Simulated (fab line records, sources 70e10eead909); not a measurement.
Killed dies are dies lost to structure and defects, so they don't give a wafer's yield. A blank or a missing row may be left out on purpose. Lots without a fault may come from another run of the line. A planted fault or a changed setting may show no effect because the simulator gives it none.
A struck lot beside a sound one | flow nand_harc | 22 steps out of a route of 1302
Sound: wafers L417.2, L417.3, L417.4. Struck: wafer L426.3. (L426.2, L426.6 of the same lot were not struck and are left out.) The cause comes at the end.
At each step with rows: each side's tool, then ch and its chambers, then its first start. Under that, the readings that differ: sound wafers | struck wafers | difference of the means | sigmas: that difference in standard deviations of wafers without a fault.
alike: readings whose means differ by less than 2 such deviations, and words and numbers that are the same on both sides. not compared: withheld readings, readings that some wafer has no value for, bounds like >300 that may hide the same value, and numbers for which the record gives no deviation and whose values overlap.
The two part at a step that has a row with sigmas, a row that says differs or no value, or rows on one side only. Numbers that don't overlap but have no deviation are shown without sigmas and don't part them. A reading that every wafer of one side lacks parts them only if that side has two wafers or more.

first, 1 step without rows for these wafers: NHARC_P_M1_SRD_25.
NHARC_P_M1_INSPECT_27:
  sound on defect_inspect-01, day 7 01:44; struck on defect_inspect-01, day 11 04:00
  alike: raw_defect_count
NHARC_P_M1_PRE_CLEAN_32: time 12 s.
  sound on pecvd-04 ch 0,2, day 7 01:50; struck on pecvd-03 ch 2, day 11 04:04
  alike: heater_power_w, rf_fwd_power_W
NHARC_P_M1_DEP_33: deposits SiCN, target thk 30 nm.
  sound on pecvd-04 ch 0,2, day 7 01:56; struck on pecvd-03 ch 2, day 11 04:08
  reading            | sound       | struck | difference | sigmas
  heater_power_w (W) | 353 528 364 | 690    | +275       | +3
  alike: chamber_pressure_Torr, rf_fwd_power_W
then, 7 steps without rows for these wafers: NHARC_P_M2_DEP_00 (deposits SiOC, target thk 182.5 nm); NHARC_P_M2_DEHYDRATE_01 (time 120 s); NHARC_P_M2_HMDS_02 (time 30 s); NHARC_P_M2_COAT_34 (time 65 s); NHARC_P_M2_COAT_03 (resist thk 90 nm); NHARC_P_M2_SOFTBAKE_04 (time 55 s); NHARC_P_M2_EBR_05.
NHARC_P_M2_EXPOSE_06: exposes mask P M2, target cd 170 nm.
  sound on arfi_scanner-03 ch 0, day 7 03:00; struck on arfi_scanner-01 ch 0, day 11 05:14
  alike: mask
then, 2 steps without rows for these wafers: NHARC_P_M2_PEB_07 (peb time 65 s); NHARC_P_M2_DEVELOP_08 (develop time 35 s).
NHARC_P_M2_CD_MEAS_09: target cd 170 nm.
  sound on cd_sem-01 ch 0, day 7 03:08; struck on cd_sem-02 ch 0, day 11 05:22
  reading    | sound             | struck | difference | sigmas
  cd_nm (nm) | 169.0 169.2 168.8 | 171.2  | +2.2       | +3
NHARC_P_M2_OVL_MEAS_10: pitch 340 nm.
  sound on overlay-02, day 7 03:14; struck on overlay-01, day 11 05:28
  alike: overlay_x_nm, overlay_y_nm
NHARC_P_M2_INSPECT_11:
  sound on defect_inspect-01, day 7 03:16; struck on defect_inspect-02, day 11 05:29
  alike: raw_defect_count
NHARC_P_M2_DESCUM_14: chemistry O2, time 3 s.
  sound on rie_diel-10 ch 0,1,2, day 7 03:19; struck on rie_diel-08 ch 0, day 11 05:34
  reading                | sound                | struck | difference | sigmas
  oes_product_au (a.u.)  | 0.998 1.000 1.015    | 0.979  | -0.025     | -2
  rf_hours_counter_h (h) | 3.4 3.5 3.3          | 1.5    | -1.9       |
  throttle_valve_pct (%) | 11.296 11.318 11.297 | 11.325 | +0.021     | +2
  model.P_M2.cd_nm (nm)  | 169.4 169.1 169.2    | 170    | +1         |
  alike: drypump_motor_current_A, rf_vpp_V, showerhead_plenum_p_Torr
NHARC_P_M2_ETCH_35: etches the open film in N2/H2, target depth 40 nm, overetch 12 nm, time 43.94 s.
  sound on rie_diel-10 ch 0,2,3, day 7 03:25; struck on rie_diel-08 ch 1, day 11 05:38
  reading                | sound       | struck | difference | sigmas
  rf_hours_counter_h (h) | 3.4 3.5 3.3 | 2.1    | -1.3       |
  alike: drypump_motor_current_A, oes_product_au, rf_fwd_power_W, rf_vpp_V, showerhead_plenum_p_Torr, throttle_valve_pct
NHARC_P_M2_ETCH_15: etches the open film in C4F8/Ar, target depth 182.5 nm, time 91.2 s.
  sound on rie_diel-10 ch 0,2,3; struck on rie_diel-08 ch 0
  reading                | sound             | struck | difference | sigmas
  rf_hours_counter_h (h) | 3.3 3.4 3.5       | 1.5    | -1.9       |
  model.P_M2.cd_nm (nm)  | 169.1 168.5 169.1 | 170.3  | +1.4       |
  alike: oes_product_au, rf_fwd_power_W, rf_vpp_V
NHARC_P_M2_CD_MEAS_16:
  sound on cd_sem-01, day 7 03:38; struck on cd_sem-01, day 11 05:52
  alike: cd_nm
NHARC_END_SORT_01:
  the record has rows for the sound wafers here (prober-01 ch 0, day 25 18:24) and none for the struck ones

WHERE THEY PART
First at NHARC_P_M1_DEP_33; last, within this record, at NHARC_END_SORT_01.

WHY: what the simulator had put in
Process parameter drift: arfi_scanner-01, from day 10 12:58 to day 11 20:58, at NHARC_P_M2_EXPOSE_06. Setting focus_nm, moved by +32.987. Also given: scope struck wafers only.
